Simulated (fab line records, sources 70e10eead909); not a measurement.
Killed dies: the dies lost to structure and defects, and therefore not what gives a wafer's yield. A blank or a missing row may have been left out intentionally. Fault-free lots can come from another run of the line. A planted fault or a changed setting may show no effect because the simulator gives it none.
Matching of chambers    flow nand_harc    NHARC_P_M1_PRE_CLEAN_32 on pecvd-02 has 3 sister chambers
The step time 12 s. 6 wafers are shown with their chamber, then 8 later ones without.

== WAFERS WITH THEIR CHAMBER ==
wafer   chamber  heater_power_w (W)
L579.5  0        630
L588.5  2        489
L590.4  2        488
L590.5  1        581
L590.6  0        676
L592.1  1        577

== WAFERS WHOSE CHAMBER IS MISSING ==
wafer   heater_power_w (W)
L592.2  620
L592.3  444
L595.2  515
L595.3  637
L595.5  607
L594.2  595
L594.3  692
L594.6  600

== EACH ONE'S CHAMBER ==
wafer   from the rows above      in truth
L592.2  can't be placed: 0 or 1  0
L592.3  2                        2
L595.2  can't be placed: 2 or 1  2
L595.3  0                        0
L595.5  can't be placed: 1 or 0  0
L594.2  1                        1
L594.3  0                        0
L594.6  can't be placed: 1 or 0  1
4 of 8 placed correctly. Cannot be placed on the basis of these rows: 4; the candidates contain the true chamber in 4. Wrongly placed: 0.
How it was worked out, from the rows above alone: a wafer's distance from a chamber is the root of the sum, over the readings, of the square of ((its reading less the chamber's mean) divided by the reading's scatter). The wafer belongs to the nearest chamber; if the next one is less than 2 further off, it can't be placed. The mean given for a chamber averages the wafers shown for that chamber. The scatter is the square root of a quotient: the sum, over the shown wafers, of each reading's squared deviation from its chamber's mean, divided by wafers minus chambers.
